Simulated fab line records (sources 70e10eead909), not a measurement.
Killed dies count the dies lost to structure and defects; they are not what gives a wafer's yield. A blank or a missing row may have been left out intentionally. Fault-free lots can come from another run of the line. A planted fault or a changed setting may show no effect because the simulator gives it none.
Commonality check across tools -- flow nandHarc -- 12 lots and 45 wafers in the sample

== REASON IT WAS OPENED ==
On 3 of the 12 lots, a flag is raised at NHARC_A_SGD_CUT_OVL_MEAS_10 on the reading overlayXNm. Fault-free wafers read 0.0 nm, with a standard deviation of 0.83.
Rule: a lot is flagged when every wafer of it that has a number lies more than 4 standard deviations from that mean, or none has a number. The rest of the lots are taken to be sound.

lot,measured,on,"overlayXNm (nm), wafer by wafer",flag
L160,day 14 09:11,overlay-02,-0.3 0.4 0.8,
L158,day 14 09:20,overlay-02,1.8 2.0 1.9,
L161,day 14 11:37,overlay-01,0.3 0.9 -0.1,
L159,day 14 13:48,overlay-02,-1.0 -1.2 -1.1,
L162,day 14 13:59,overlay-02,-0.1 -0.8 -0.5,
L166,day 16 01:45,overlay-01,6.2 6.8 6.1 5.6 6.2 5.5,FLAGGED
L171,day 16 23:29,overlay-02,5.5 5.4 5.2 5.5 5.1 4.9,FLAGGED
L169,day 17 04:03,overlay-01,6.1 5.7 5.8 6.0 5.7 6.4,FLAGGED
L174,day 17 17:29,overlay-02,1.0 0.2 0.7,
L176,day 18 10:56,overlay-02,0.4 0.5 0.0,
L179,day 18 23:42,overlay-02,0.1 -0.7 -0.6,
L178,day 19 00:00,overlay-02,-1.2 -1.2 -1.6,
The mean of the flagged lots' numbers is 5.8 nm, +5.8 nm from the usual (+7 standard deviations).

== WHICH TOOL RAN EACH LOT ==
The record holds 3 process steps before the reading, out of a route of 1159 steps. In each cell: the tool, then ch and the chambers that the sampled wafers went through, then the start.
lot,flag,NHARC_A_STAIRCASE_DEP_325,NHARC_A_STAIRCASE_CMP_472,NHARC_A_SGD_CUT_EXPOSE_06
L160,,"pecvd-03 ch 0,2, day 13 18:35","cmp-03 ch 0,1, day 14 08:00","arfiScanner-01 ch 0, day 14 08:58"
L158,,"pecvd-02 ch 0,2, day 13 18:22","cmp-04 ch 0,2,3, day 14 08:02","arfiScanner-02 ch 0, day 14 09:07"
L161,,"pecvd-02 ch 0,2, day 13 19:02","cmp-04 ch 1,2,3, day 14 10:26","arfiScanner-03 ch 0, day 14 11:24"
L159,,"pecvd-02 ch 0,1,2, day 13 23:32","cmp-03 ch 0,1,3, day 14 12:37","arfiScanner-01 ch 0, day 14 13:35"
L162,,"pecvd-03 ch 0,1,2, day 13 23:49","cmp-01 ch 1,2,3, day 14 12:49","arfiScanner-02 ch 0, day 14 13:46"
L166,FLAGGED,"pecvd-04 ch 0,1, day 15 11:42","cmp-03 ch 1,2, day 16 00:33","arfiScanner-02 ch 0, day 16 01:31"
L171,FLAGGED,"pecvd-02 ch 0,1,2, day 16 08:17","cmp-04 ch 0,3, day 16 22:18","arfiScanner-02 ch 0, day 16 23:16"
L169,FLAGGED,"pecvd-02 ch 0,1, day 16 14:08","cmp-04 ch 2,3, day 17 02:48","arfiScanner-02 ch 0, day 17 03:49"
L174,,"pecvd-02 ch 0,2, day 17 02:03","cmp-03 ch 0,1,2, day 17 16:14","arfiScanner-01 ch 0, day 17 17:15"
L176,,"pecvd-03 ch 0,2, day 17 20:55","cmp-01 ch 1,3, day 18 09:43","arfiScanner-01 ch 0, day 18 10:43"
L179,,"pecvd-03 ch 0,1,2, day 18 06:49","cmp-04 ch 0,2,3, day 18 22:20","arfiScanner-03 ch 0, day 18 23:29"
L178,,"pecvd-02 ch 0,1,2, day 18 07:01","cmp-03 ch 0,1,2, day 18 22:49","arfiScanner-01 ch 0, day 18 23:46"
What is done by these steps:
- NHARC_A_STAIRCASE_DEP_325: deposits SiO2, target thk 3800 nm.
- NHARC_A_STAIRCASE_CMP_472: polishes SiO2.
- NHARC_A_SGD_CUT_EXPOSE_06: exposes mask SGD.
- NHARC_A_SGD_CUT_OVL_MEAS_10

== FLAGGED AGAINST TOTAL, ONE TOOL AT A TIME (gauges that did the reading follow at the end) ==
step,tool,lots run,flagged,share of the flagged lots,sound lots run after its first flagged lot
NHARC_A_STAIRCASE_DEP_325,pecvd-02,7,2,some,"2 (L174,L178)"
NHARC_A_STAIRCASE_DEP_325,pecvd-03,4,0,none,-
NHARC_A_STAIRCASE_DEP_325,pecvd-04,1,1,some,0
NHARC_A_STAIRCASE_CMP_472,cmp-01,2,0,none,-
NHARC_A_STAIRCASE_CMP_472,cmp-03,5,1,some,"2 (L174,L178)"
NHARC_A_STAIRCASE_CMP_472,cmp-04,5,2,some,1 (L179)
NHARC_A_SGD_CUT_EXPOSE_06,arfiScanner-01,5,0,none,-
NHARC_A_SGD_CUT_EXPOSE_06,arfiScanner-02,5,3,all,0
NHARC_A_SGD_CUT_EXPOSE_06,arfiScanner-03,2,0,none,-
NHARC_A_SGD_CUT_OVL_MEAS_10,overlay-01,3,2,some,0
NHARC_A_SGD_CUT_OVL_MEAS_10,overlay-02,9,1,some,"4 (L174,L176,L179,L178)"

== THE TABLE: WHAT IT ALLOWS ==
Rows of the table that ran each flagged lot: 1, that is arfiScanner-02 at NHARC_A_SGD_CUT_EXPOSE_06.
- arfiScanner-02 at NHARC_A_SGD_CUT_EXPOSE_06: 3 of its 5 lots flagged. Its last sound lot is L162 (day 14 13:46), its first flagged lot L166 (day 16 01:31): a fault that began between those two fits.
arfiScanner-02 at NHARC_A_SGD_CUT_EXPOSE_06 is the single tool remaining.

== WHAT THE SIMULATOR PUT IN ==
Scanner matching overlay: arfiScanner-02, from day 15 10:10 on, at NHARC_A_SGD_CUT_EXPOSE_06. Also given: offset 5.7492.
Shown lots that were struck: L166, L171, L169. The rule above found the same.
